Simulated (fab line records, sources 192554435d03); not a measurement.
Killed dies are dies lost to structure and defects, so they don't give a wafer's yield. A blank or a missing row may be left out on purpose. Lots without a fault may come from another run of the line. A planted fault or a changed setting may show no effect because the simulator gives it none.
A struck lot beside a sound one | flow n5_finfet | 39 steps out of a route of 1938
Sound: wafers L331.1, L331.4, L331.6. Struck: wafers L323.3, L323.4, L323.6. The cause comes at the end.
At each step with rows: each side's tool, then ch and its chambers, then its first start. Under that, the readings that differ: sound wafers | struck wafers | difference of the means | sigmas: that difference in standard deviations of wafers without a fault.
alike: readings whose means differ by less than 2 such deviations, and words and numbers that are the same on both sides. not compared: withheld readings, readings that some wafer has no value for, bounds like >300 that may hide the same value, and numbers for which the record gives no deviation and whose values overlap.
The two part at a step that has a row with sigmas, a row that says differs or no value, or rows on one side only. Numbers that don't overlap but have no deviation are shown without sigmas and don't part them. A reading that every wafer of one side lacks parts them only if that side has two wafers or more.

first, 12 steps without rows for these wafers: N5_BEOL_M1_SPUTTER_86 (material Cu, target thk 4.5 nm, time 8.29 s); N5_BEOL_M1_ANNEAL_87 (time 240 s); N5_BEOL_M1_SPUTTER_88 (material Cu, target thk 4.5 nm, time 8.29 s); N5_BEOL_M1_ANNEAL_89 (time 240 s); N5_BEOL_M1_SPUTTER_90 (material Cu, target thk 4.5 nm, time 8.29 s); N5_BEOL_M1_ANNEAL_91 (time 240 s); N5_BEOL_M1_SPUTTER_92 (material Cu, target thk 4.5 nm, time 8.29 s); N5_BEOL_M1_ANNEAL_93 (time 240 s); N5_BEOL_M1_SPUTTER_94 (material Cu, target thk 4.5 nm, time 8.29 s); N5_BEOL_M1_ANNEAL_95 (time 240 s); N5_BEOL_M1_SPUTTER_96 (material Cu, target thk 4.5 nm, time 8.29 s); N5_BEOL_M1_ECD_50 (material Cu, target thk 300 nm).
N5_BEOL_M1_ANNEAL_51: time 90 s.
  sound on rtp_anneal-01 ch 0, day 12 00:19; struck on rtp_anneal-01, day 10 00:16
  no value came back on the struck wafers for anneal_temp_c (C), anneal_temp_c_max, time_s (s), wafer_temp_C_max; on the sound wafers anneal_temp_c (C) reads 224.75 224.60 224.63
N5_BEOL_M1_CMP_52: polishes, stops on SiOC, t overpolish 6.8 s, target thk 40 nm.
  sound on cmp-01 ch 0,1,2, day 12 00:50; struck on cmp-04 ch 0,3, day 10 00:29
  reading                      | sound          | struck         | difference | sigmas
  barrier_field_endpoint_s (s) | 23.2 23.4 23.6 | 28.9 29.4 29.3 | +5.8       | +11
  time_to_endpoint_s (s)       | 57.2 54.3 57.1 | 79.8 79.3 81.0 | +23.8      | +9
  alike: motor_current_A, overpolish_run_s, platen_rpm, slurry_filter_dp_kPa
N5_BEOL_M1_THK_MEAS_53: measures by xrf.
  sound on film_metro-02, day 12 01:05; struck on film_metro-01, day 10 00:46
  reading     | sound          | struck         | difference | sigmas
  M1_THK (nm) | 38.9 38.5 40.1 | 55.8 49.4 47.8 | +11.8      | +8
then, 4 steps without rows for these wafers: N5_BEOL_M1_PRE_CLEAN_60 (time 15 s); N5_BEOL_M1_CO_CAP_55 (material Co, precursor CCTBA/H2, target thk 2 nm, time 102.1 s); N5_BEOL_M1_PRE_CLEAN_56 (time 15 s); N5_BEOL_M1_DEP_57 (deposits SiCN from 3MS/NH3, target thk 8 nm, time 14 s).
N5_BEOL_M1_RS_MEAS_58: measures by four-point-probe.
  sound on film_metro-02, day 12 01:22; struck on film_metro-02, day 10 01:02
  reading        | sound          | struck         | difference | sigmas
  M1_RS (ohm/sq) | 0.69 0.69 0.67 | 0.77 0.82 0.79 | +0.11      | +3
then, 17 steps without rows for these wafers: N5_BEOL_M2_ILD_DEP_00 (deposits SiOC from DEMS/O2, target thk 79 nm, time 15.3 s); N5_BEOL_M2_PECVD_72 (deposits SiO2 from TEOS/O2, target thk 16 nm, time 18 s); N5_BEOL_M2_HM_DEP_02 (deposits TiN, target thk 20 nm); N5_BEOL_M2_COAT_61 (time 60 s, resist thk 60 nm); N5_BEOL_M2_COAT_62 (time 60 s, resist thk 12 nm); N5_BEOL_M2_COAT_73 (time 60 s, resist thk 5 nm); N5_BEOL_M2_COAT_05 (resist thk 30 nm); N5_BEOL_M2_EBR_07; N5_BEOL_M2_SOFTBAKE_06 (time 60 s); N5_BEOL_M2_EXPOSE_08 (exposes mask M2); N5_BEOL_M2_PEB_09 (peb time 60 s); N5_BEOL_M2_DEVELOP_10 (develop time 30 s); N5_BEOL_M2_DESCUM_16 (chemistry O2, time 7 s); N5_BEOL_M2_ETCH_74 (etches underlayer in N2/H2, target depth 6.5 nm, time 5.2 s); N5_BEOL_M2_ETCH_63 (etches SiARC in CF4, target depth 15.6 nm, time 26 s); N5_BEOL_M2_ETCH_64 (etches SOC in N2/H2, target depth 75 nm, overetch 22.5 nm, time 121.9 s); N5_BEOL_M2_STRIP_65 (strips in N2/H2).
-- the record jumps here: 2 days lie between the struck wafers' starts before and after (it left off in module BEOL_M2 and takes up again in module BEOL_M4, whose first step shown is number 1111 of the route) --
N5_BEOL_M4_RC_MEAS_101:
  sound on prober-02 ch 0, day 14 01:10; struck on prober-02 ch 0, day 12 11:06
  alike: DIBL_N, DIBL_P, IOFF_N, IOFF_P, ION_N, ION_P, SS_N, SS_P, VT_N, VT_P
  not compared: COMB_M1_max_site
-- the record jumps here: 4 days lie between the struck wafers' starts before and after (it left off in module BEOL_M4 and takes up again in module PASSIVATION, whose first step shown is number 1936 of the route) --
N5_PASSIVATION_PROBE_49:
  sound on prober-01, day 18 08:47; struck on prober-01, day 16 14:04
  reading                  | sound          | struck         | difference | sigmas
  defect_limited_yield (%) | 93.1 93.1 93.7 | 49.4 42.8 43.2 | -48.2      | -32
  killed_at_M0_to_M3       | 20 28 27       | 502 594 573    | +531       | +56
  killed_at_front_end      | 26 15 22       | 61 55 58       | +37        | +3
  killed_dies              | 81 82 74       | 597 675 670    | +568       | +33
  killed_on_rim            | 10 8 15        | 152 19 18      | +52        | +13
  killed_short             | 18 31 24       | 41 40 51       | +20        | +2
  sort_bin_5_function (%)  | 4.2 3.9 3.8    | 6.6 5.3 6.3    | +2.1       | +2
  sort_bin_6_memory (%)    | 2.6 3.0 2.2    | 3.7 4.0 4.8    | +1.6       | +2
  sort_n_pass              | 1099 1098 1106 | 583 505 510    | -568       | -33
  sort_yield_pct (%)       | 93.1 93.1 93.7 | 49.4 42.8 43.2 | -48.2      | -32
  alike: killed_at_M4_up, killed_at_contacts, killed_at_other, killed_open

WHERE THEY PART
First at N5_BEOL_M1_ANNEAL_51; last, within this record, at N5_PASSIVATION_PROBE_49.

WHY: what the simulator had put in
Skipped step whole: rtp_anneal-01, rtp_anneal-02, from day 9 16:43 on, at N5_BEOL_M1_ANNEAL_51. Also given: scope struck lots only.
